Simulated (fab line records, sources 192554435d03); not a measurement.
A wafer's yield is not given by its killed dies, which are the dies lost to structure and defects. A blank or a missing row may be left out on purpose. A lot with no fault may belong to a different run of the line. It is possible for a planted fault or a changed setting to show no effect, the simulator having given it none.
Which tool was responsible? :: flow n5 finfet :: 12 lots, 36 wafers sampled, at 2 steps of a route of 1938

WHAT THE GAUGES SHOWED, per wafer
N5_BEOL_M12_CD_MEAS_28: target cd 160.2 nm.
lot: L423
measured: day 11 13:59
on: cd sem-01
cd nm (nm): 161.6 158.8 161.5

lot: L425
measured: day 12 07:37
on: cd sem-01
cd nm (nm): 160.3 160.3 161.5

lot: L426
measured: day 12 07:49
on: cd sem-03
cd nm (nm): 159.6 157.6 160.2

lot: L430
measured: day 12 19:10
on: cd sem-01
cd nm (nm): 160.2 161.8 160.7

lot: L431
measured: day 13 04:11
on: cd sem-02
cd nm (nm): 161.5 160.6 158.8

lot: L433
measured: day 13 12:10
on: cd sem-01
cd nm (nm): 162.0 161.1 162.2

lot: L432
measured: day 13 20:27
on: cd sem-02
cd nm (nm): 158.1 158.6 156.4

lot: L435
measured: day 13 23:14
on: cd sem-02
cd nm (nm): 160.5 160.4 159.0

lot: L434
measured: day 14 04:51
on: cd sem-03
cd nm (nm): 157.3 159.5 156.3

lot: L436
measured: day 15 00:00
on: cd sem-03
cd nm (nm): 160.0 161.1 158.8

lot: L442
measured: day 15 21:56
on: cd sem-02
cd nm (nm): 160.5 160.7 162.9

lot: L445
measured: day 17 01:40
on: cd sem-02
cd nm (nm): 161.9 161.9 162.2

N5_BEOL_M12_OVL_MEAS_29.
lot: L423
measured: day 11 14:01
on: overlay-02
M12_OVL (nm): 3 -2 2

lot: L425
measured: day 12 07:38
on: overlay-01
M12_OVL (nm): 12 4 9

lot: L426
measured: day 12 07:50
on: overlay-02
M12_OVL (nm): -2 1 0

lot: L430
measured: day 12 19:12
on: overlay-02
M12_OVL (nm): -3 -3 5

lot: L431
measured: day 13 04:13
on: overlay-02
M12_OVL (nm): -2 1 -3

lot: L433
measured: day 13 12:12
on: overlay-02
M12_OVL (nm): -5 -2 -7

lot: L432
measured: day 13 20:29
on: overlay-01
M12_OVL (nm): -7 0 -6

lot: L435
measured: day 13 23:16
on: overlay-01
M12_OVL (nm): -10 -2 -7

lot: L434
measured: day 14 04:53
on: overlay-02
M12_OVL (nm): -10 2 -3

lot: L436
measured: day 15 00:02
on: overlay-02
M12_OVL (nm): -2 8 1

lot: L442
measured: day 15 21:58
on: overlay-02
M12_OVL (nm): 2 -2 -7

lot: L445
measured: day 17 01:41
on: overlay-02
M12_OVL (nm): 3 1 8

WHICH TOOL RAN EACH LOT (tool, then ch and the chambers of the sampled wafers, then the start)
No process step before these readings appears in the record.

AS READ BY THE TOOLS THEMSELVES (means over the sampled wafers that have a number; for cases with no such wafer, the mark the record gives instead)
The record holds no such reading with a usual standard deviation.

THE ANSWER, worked out from the rows above alone
Rule: usual is defined by the lots themselves. The widest of any qualifying gaps counts: lots, ordered by their means at a reading, are off when they make up no more than a third of the lots, leave a main group of 4 or more, and stand apart from it by 3 or more times the standard deviation of that group's means. The tables above print the reading to a certain number of digits; a main group whose means all agree to those digits is not used. Also off: a lot with no number at a reading for which 4 or more lots have one. Where the step has rows for the other lots, those lots are counted as sound. First the gauges in route order, then the tools' own readings, where a lot's mean is used as printed above. At the first step where some lot is off, the reading lying furthest off is the one used; lots without a number count as furthest.
Across all readings shown, no lot is off: no conclusion can be drawn from this.

WHAT WAS PUT IN BY THE SIMULATOR
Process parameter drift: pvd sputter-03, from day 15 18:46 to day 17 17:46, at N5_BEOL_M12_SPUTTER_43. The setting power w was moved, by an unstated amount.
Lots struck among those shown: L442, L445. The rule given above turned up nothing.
